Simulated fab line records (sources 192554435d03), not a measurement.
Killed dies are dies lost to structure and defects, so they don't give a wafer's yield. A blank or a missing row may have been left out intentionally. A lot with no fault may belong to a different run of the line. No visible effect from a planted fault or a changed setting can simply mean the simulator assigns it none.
What tool caused it? | flow n5-finfet | 10 lots with 29 wafers sampled at 5 steps, on a route of 1938 steps

== WHAT THE GAUGES READ, wafer by wafer ==
N5_BEOL_M3_INSPECT_59: inspects for defects (darkfield). Usual: 73 for raw-defect-count, sd 23.
lot  | measured     | on                | raw-defect-count | flag
L158 | day 7 07:29  | defect-inspect-01 | 69 52 46         |
L159 | day 7 16:48  | defect-inspect-02 | 60 72 56         |
L160 | day 8 09:26  | defect-inspect-02 | 70 71 65         |
L162 | day 8 09:41  | defect-inspect-01 | 79 70 88         |
L161 | day 8 11:14  | defect-inspect-02 | 71 71 87         |
L170 | day 10 10:49 | defect-inspect-02 | 65 74 44         |
L169 | day 10 14:04 | defect-inspect-02 | 113 92           |
L171 | day 10 15:53 | defect-inspect-01 | 50 47 44         |
L174 | day 11 11:02 | defect-inspect-01 | 112 78 120       |
L181 | day 13 03:46 | defect-inspect-01 | 83 60 65         |

N5_BEOL_M4_THK_MEAS_01. Usual: M4_ILD_THK gives 79.2 nm (standard deviation 0.98).
lot  | measured     | on            | M4_ILD_THK (nm) | flag
L158 | day 7 07:37  | film-metro-02 | 78.7 79.9 79.3  |
L159 | day 7 16:55  | film-metro-01 | 79.0 81.5 79.5  |
L160 | day 8 09:32  | film-metro-01 | 77.7 77.4 79.8  |
L162 | day 8 09:48  | film-metro-01 | 78.9 79.5 79.0  |
L161 | day 8 11:20  | film-metro-01 | 78.4 78.7 80.3  |
L170 | day 10 10:56 | film-metro-02 | 79.5 79.3 80.2  |
L169 | day 10 14:10 | film-metro-01 | 78.0 78.4       |
L171 | day 10 16:01 | film-metro-02 | 78.6 79.7 79.7  |
L174 | day 11 11:08 | film-metro-01 | 79.2 80.8 79.2  |
L181 | day 13 03:53 | film-metro-01 | 78.1 78.6 79.8  |

N5_BEOL_M4_RC_MEAS_101. Usual: DIBL_N 37.2 mV/V, standard deviation 2.3; DIBL_P 37.5 mV/V, standard deviation 2.9; IOFF_N 0.19 nA/um, standard deviation 0.053; IOFF_P 0.23 nA/um, standard deviation 0.059; ION_N 679 uA/um, standard deviation 16; ION_P 462 uA/um, standard deviation 10; SS_N 71.9 mV/dec, standard deviation 0.78; SS_P 73.7 mV/dec, standard deviation 0.88; VT_N 248 mV, standard deviation 4.6; VT_P -250 mV, standard deviation 4.5.
lot  | measured     | on        | DIBL_N (mV/V)  | DIBL_P (mV/V)  | IOFF_N (nA/um) | IOFF_P (nA/um) | ION_N (uA/um) | ION_P (uA/um) | SS_N (mV/dec)  | SS_P (mV/dec)  | VT_N (mV)   | VT_P (mV)      | flag
L158 | day 7 17:53  | prober-02 | 39.2 38.9 34.8 | 40.8 39.4 33.5 | 0.22 0.22 0.13 | 0.29 0.26 0.17 | 677 699 669   | 465 474 454   | 72.4 71.9 71.2 | 74.5 74.0 72.8 | 245 244 252 | -247 -247 -254 |
L159 | day 8 05:03  | prober-02 | 39.2 38.4 38.4 | 39.1 37.6 37.0 | 0.22 0.19 0.20 | 0.27 0.23 0.23 | 693 680 683   | 471 463 461   | 71.5 71.6 71.5 | 73.8 74.2 72.9 | 245 244 247 | -248 -247 -249 |
L160 | day 8 19:37  | prober-01 | 37.6 37.8 34.6 | 40.1 38.3 34.0 | 0.21 0.19 0.14 | 0.30 0.24 0.18 | 692 677 670   | 479 461 460   | 71.3 71.9 71.8 | 75.0 74.0 73.0 | 247 250 252 | -245 -246 -251 |
L162 | day 8 20:06  | prober-02 | 39.6 37.3 40.5 | 40.3 36.9 42.9 | 0.27 0.18 0.31 | 0.27 0.21 0.35 | 698 666 700   | 468 452 477   | 72.9 71.8 72.8 | 74.8 73.9 75.7 | 243 251 239 | -250 -252 -245 |
L161 | day 9 02:36  | prober-02 | 34.2 37.5 36.5 | 34.0 37.9 37.0 | 0.11 0.18 0.14 | 0.16 0.22 0.19 | 665 687 668   | 459 467 454   | 72.1 72.6 71.8 | 72.7 73.7 73.4 | 257 251 254 | -254 -251 -251 |
L170 | day 10 22:07 | prober-01 | 43.2 36.6 40.1 | 44.2 33.9 39.5 | 0.32 0.15 0.24 | 0.43 0.18 0.28 | 707 661 684   | 478 455 467   | 73.1 71.9 72.5 | 75.9 72.6 74.3 | 240 251 244 | -240 -250 -246 |
L169 | day 11 01:40 | prober-02 | 36.1 37.5      | 37.5 38.3      | 0.17 0.20      | 0.25 0.27      | 692 691       | 481 473       | 71.1 72.3      | 73.7 73.7      | 246 245     | -244 -245      |
L171 | day 11 03:26 | prober-02 | 37.9 38.0 35.6 | 37.5 39.2 36.7 | 0.21 0.20 0.16 | 0.25 0.28 0.24 | 689 682 684   | 465 469 471   | 72.4 72.0 71.6 | 73.8 73.7 73.9 | 242 245 249 | -247 -246 -246 |
L174 | day 11 23:57 | prober-01 | 38.6 35.9 34.0 | 39.3 34.6 34.1 | 0.17 0.14 0.11 | 0.20 0.15 0.14 | 664 661 668   | 456 451 455   | 72.5 72.2 70.7 | 73.8 73.4 72.8 | 250 253 256 | -253 -256 -257 |
L181 | day 13 13:20 | prober-02 | 37.1 39.9 38.7 | 37.6 41.4 39.2 | 0.20 0.27 0.23 | 0.27 0.34 0.29 | 686 697 688   | 470 477 467   | 71.1 71.9 72.2 | 74.1 74.1 73.7 | 247 242 246 | -247 -244 -245 |

== EACH LOT AND THE TOOL THAT RAN IT (in order: tool; ch and the chambers of the sampled wafers; start) ==
lot  | N5_BEOL_M4_ETCH_74                 | N5_BEOL_M4_STRIP_66
L158 | rie-diel-04 ch 0,2, day 7 08:26    | rie-diel-04 ch 0,2, day 7 08:36
L159 | rie-diel-04 ch 0,3, day 7 18:04    | rie-diel-04 ch 0,3, day 7 18:14
L160 | rie-diel-04 ch 0,2, day 8 11:32    | rie-diel-04 ch 0,2, day 8 11:43
L162 | rie-diel-03 ch 1,3, day 8 11:49    | rie-diel-03 ch 1,3, day 8 11:59
L161 | rie-diel-03 ch 1,3, day 8 12:26    | rie-diel-03 ch 1,3, day 8 12:36
L170 | rie-diel-04 ch 2,3, day 10 12:09   | rie-diel-04 ch 2,3, day 10 12:19
L169 | rie-diel-03 ch 2,3, day 10 16:27   | rie-diel-03 ch 2,3, day 10 16:38
L171 | rie-diel-04 ch 0,2, day 10 17:05   | rie-diel-04 ch 0,2, day 10 17:16
L174 | rie-diel-04 ch 1,2,3, day 11 13:15 | rie-diel-04 ch 1,2,3, day 11 13:25
L181 | rie-diel-03 ch 0,2, day 13 05:58   | rie-diel-03 ch 0,2, day 13 06:08
- N5_BEOL_M4_ETCH_74: etches underlayer in N2/H2, target depth 6.5 nm, time 5.2 s.
- N5_BEOL_M4_STRIP_66: strips in CF4.

== WHAT THE TOOLS THEMSELVES READ (means of the sampled wafers that have a number; where no wafer has one, the mark that the record gives instead) ==
N5_BEOL_M4_ETCH_74. Usual: drypump-motor-current-A 5.7 A, standard deviation 0.43; etch-rf-on-time-s 5.22 s, standard deviation 0.18; oes-product-au 0.70 a.u., standard deviation 0.079; rf-vpp-V 525.0 V, standard deviation 2.9; showerhead-plenum-p-Torr 2.57 Torr, standard deviation 0.099; throttle-valve-pct 17.82 %, standard deviation 0.24.
lot  | tool        | drypump-motor-current-A (A) | etch-rf-on-time-s (s) | oes-product-au (a.u.) | rf-vpp-V (V) | showerhead-plenum-p-Torr (Torr) | throttle-valve-pct (%) | flag
L158 | rie-diel-04 | 5.8                         | 5.29                  | 0.60                  | 523.4        | 2.48                            | 17.98                  |
L159 | rie-diel-04 | 5.9                         | 5.32                  | 0.66                  | 522.3        | 2.51                            | 18.00                  |
L160 | rie-diel-04 | 5.8                         | 5.26                  | 0.60                  | 522.2        | 2.47                            | 18.00                  |
L162 | rie-diel-03 | 5.4                         | 5.22                  | 0.70                  | 524.3        | 2.56                            | 17.64                  |
L161 | rie-diel-03 | 5.6                         | 5.05                  | 0.66                  | 523.3        | 2.53                            | 17.81                  |
L170 | rie-diel-04 | 6.1                         | 5.19                  | 0.79                  | 527.8        | 2.63                            | 17.62                  |
L169 | rie-diel-03 | 5.2                         | 4.35                  | 0.78                  | 523.3        | 2.55                            | 17.73                  | OFF
L171 | rie-diel-04 | 5.9                         | 5.14                  | 0.74                  | 523.4        | 2.53                            | 17.71                  |
L174 | rie-diel-04 | 6.0                         | 5.21                  | 0.75                  | 528.4        | 2.67                            | 17.72                  |
L181 | rie-diel-03 | 5.2                         | 5.25                  | 0.74                  | 524.5        | 2.56                            | 17.61                  |

N5_BEOL_M4_STRIP_66. Usual: drypump-motor-current-A 5.7 A, standard deviation 0.43; oes-product-au 0.81 a.u., standard deviation 0.089; rf-vpp-V 271.6 V, standard deviation 1.6; showerhead-plenum-p-Torr 1.81 Torr, standard deviation 0.059; throttle-valve-pct 13.54 %, standard deviation 0.29.
lot  | tool        | drypump-motor-current-A (A) | oes-product-au (a.u.) | rf-vpp-V (V) | showerhead-plenum-p-Torr (Torr) | throttle-valve-pct (%) | flag
L158 | rie-diel-04 | 5.8                         | 0.71                  | 269.9        | 1.75                            | 13.80                  |
L159 | rie-diel-04 | 5.9                         | 0.78                  | 271.1        | 1.75                            | 13.65                  |
L160 | rie-diel-04 | 5.8                         | 0.70                  | 270.0        | 1.74                            | 13.83                  |
L162 | rie-diel-03 | 5.4                         | 0.81                  | 272.4        | 1.81                            | 13.43                  |
L161 | rie-diel-03 | 5.6                         | 0.76                  | 271.2        | 1.80                            | 13.64                  |
L170 | rie-diel-04 | 6.1                         | 0.91                  | 272.4        | 1.86                            | 13.28                  |
L169 | rie-diel-03 | 5.2                         | 0.80                  | 271.9        | 1.81                            | 13.53                  |
L171 | rie-diel-04 | 5.8                         | 0.85                  | 271.5        | 1.80                            | 13.47                  |
L174 | rie-diel-04 | 6.0                         | 0.88                  | 272.7        | 1.87                            | 13.32                  |
L181 | rie-diel-03 | 5.1                         | 0.86                  | 271.0        | 1.80                            | 13.35                  |

== THE ANSWER, worked out from the rows above alone ==
Rule: lot off if the mean of its wafers having a number is beyond 3 standard deviations from the usual mean. A lot without any number at a reading at which 4 lots or more have one is off too. All remaining lots with rows at the step are treated as sound. After the gauges, taken in route order, come the tools' own readings; for these a lot's mean is taken, as printed above. At the first step where some lot is off, the reading lying furthest off is the one used; lots without a number count as furthest.
Off: L169 (N5_BEOL_M4_ETCH_74, etch-rf-on-time-s).
If a tool, at that step or one of the process steps before it, ran each lot that is off and ran no sound lot following the first of them, it fits. Not one of the candidates tried fits.

== WHAT THE SIMULATOR HAD INSERTED ==
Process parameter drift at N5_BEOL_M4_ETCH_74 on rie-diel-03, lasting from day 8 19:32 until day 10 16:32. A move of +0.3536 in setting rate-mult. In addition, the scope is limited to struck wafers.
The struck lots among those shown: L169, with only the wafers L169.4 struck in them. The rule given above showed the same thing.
